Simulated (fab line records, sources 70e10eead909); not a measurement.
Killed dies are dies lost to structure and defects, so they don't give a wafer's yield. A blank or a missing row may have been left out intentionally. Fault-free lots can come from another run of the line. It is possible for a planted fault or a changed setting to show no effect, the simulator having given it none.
Commonality check across tools	flow nandHarc	Sample size 9 lots and 27 wafers

WHAT PROMPTED THE OPENING
At NHARC_END_SORT_01 the reading killedAtArray is flagged on 1 of 9 lots. No-fault wafers: 57, standard deviation 20.
Rule: a lot is flagged in two cases, either no wafer of it has a number, or all its wafers with numbers fall more than 4 standard deviations from that mean. All remaining lots are regarded as sound.

lot	measured	on	killedAtArray, wafer by wafer	flag
L701	day 25 14:14	prober-02	73 78 74	
L702	day 26 06:40	prober-01	53 49 33	
L705	day 27 18:12	prober-02	47 48 53	
L706	day 27 21:34	prober-01	73 87 72	
L707	day 28 14:28	prober-02	82 92 75	
L708	day 28 19:05	prober-01	39 52 45	
L710	day 29 08:01	prober-01	19 19 14	
L709	day 29 08:53	prober-02	62 62 70	
L712	day 30 10:13	prober-02	139 139 148	FLAGGED
On average the flagged lots' numbers are 142, which is +85 against the usual, or +4 standard deviations.

WHICH TOOL RAN EACH LOT
The record holds 2 process steps before the reading, out of a route of 1302 steps. Cell contents, in order: the tool; ch with the chambers the sampled wafers went through; the start.
lot	flag	NHARC_A_BONDPAD_ETCH_12	NHARC_THIN_TSV_STRIP_62
L701		rieDiel-06 ch 0,2, day 24 08:40	plasmaAsher-02 ch 1, day 25 01:56
L702		rieDiel-06 ch 0,1,3, day 24 18:50	plasmaAsher-02 ch 0,1, day 25 16:43
L705		rieDiel-06 ch 2,3, day 26 12:00	plasmaAsher-01 ch 0,1, day 27 06:45
L706		rieDiel-06 ch 0,1,2, day 26 12:32	plasmaAsher-02 ch 0,1, day 27 05:49
L707		rieDiel-08 ch 1,3, day 27 08:22	plasmaAsher-01 ch 0,1, day 28 02:06
L708		rieDiel-06 ch 0,1,3, day 27 13:40	plasmaAsher-02 ch 0,1, day 28 06:50
L710		rieDiel-06 ch 2,3, day 27 22:29	plasmaAsher-02 ch 0,1, day 28 17:56
L709		rieDiel-06 ch 0,2, day 27 17:12	plasmaAsher-02 ch 0,1, day 28 14:43
L712	FLAGGED	rieDiel-06 ch 0,1, day 29 01:45	plasmaAsher-01 ch 0,1, day 29 19:22
What the steps here do:
- NHARC_A_BONDPAD_ETCH_12: etches the open film in CHF3/O2, target depth 220 nm, time 110 s.
- NHARC_THIN_TSV_STRIP_62: strips in N2/H2, time 20 s.
- NHARC_END_SORT_01

FLAGGED AGAINST TOTAL, ONE TOOL AT A TIME (gauges that did the reading follow at the end)
step	tool	lots run	flagged	share of the flagged lots	sound lots run after its first flagged lot
NHARC_A_BONDPAD_ETCH_12	rieDiel-06	8	1	all	0
NHARC_A_BONDPAD_ETCH_12	rieDiel-08	1	0	none	-
NHARC_THIN_TSV_STRIP_62	plasmaAsher-01	3	1	all	0
NHARC_THIN_TSV_STRIP_62	plasmaAsher-02	6	0	none	-
NHARC_END_SORT_01	prober-01	4	0	none	-
NHARC_END_SORT_01	prober-02	5	1	all	0

WHAT THE TABLE PERMITS
Every flagged lot was run by 3 rows of the table: rieDiel-06 at NHARC_A_BONDPAD_ETCH_12, plasmaAsher-01 at NHARC_THIN_TSV_STRIP_62 and prober-02 at NHARC_END_SORT_01.
- rieDiel-06 at NHARC_A_BONDPAD_ETCH_12: 1 of its 8 lots flagged. A fault beginning between L710 (day 27 22:29), its last sound lot, and L712 (day 29 01:45), its first flagged one, fits the data.
- plasmaAsher-01 at NHARC_THIN_TSV_STRIP_62: 1 of its 3 lots flagged. A fault beginning between L707 (day 28 02:06), its last sound lot, and L712 (day 29 19:22), its first flagged one, fits the data.
- prober-02 at NHARC_END_SORT_01: 1 of its 5 lots flagged. A fault beginning between L709 (day 29 08:53), its last sound lot, and L712 (day 30 10:13), its first flagged one, fits the data.
These 3 tools cannot be told apart by counting lots, since each of them fits a fault that started at some hour. More lots, or a look at what each step does to the wafer, might.

WHAT THE SIMULATOR PUT IN
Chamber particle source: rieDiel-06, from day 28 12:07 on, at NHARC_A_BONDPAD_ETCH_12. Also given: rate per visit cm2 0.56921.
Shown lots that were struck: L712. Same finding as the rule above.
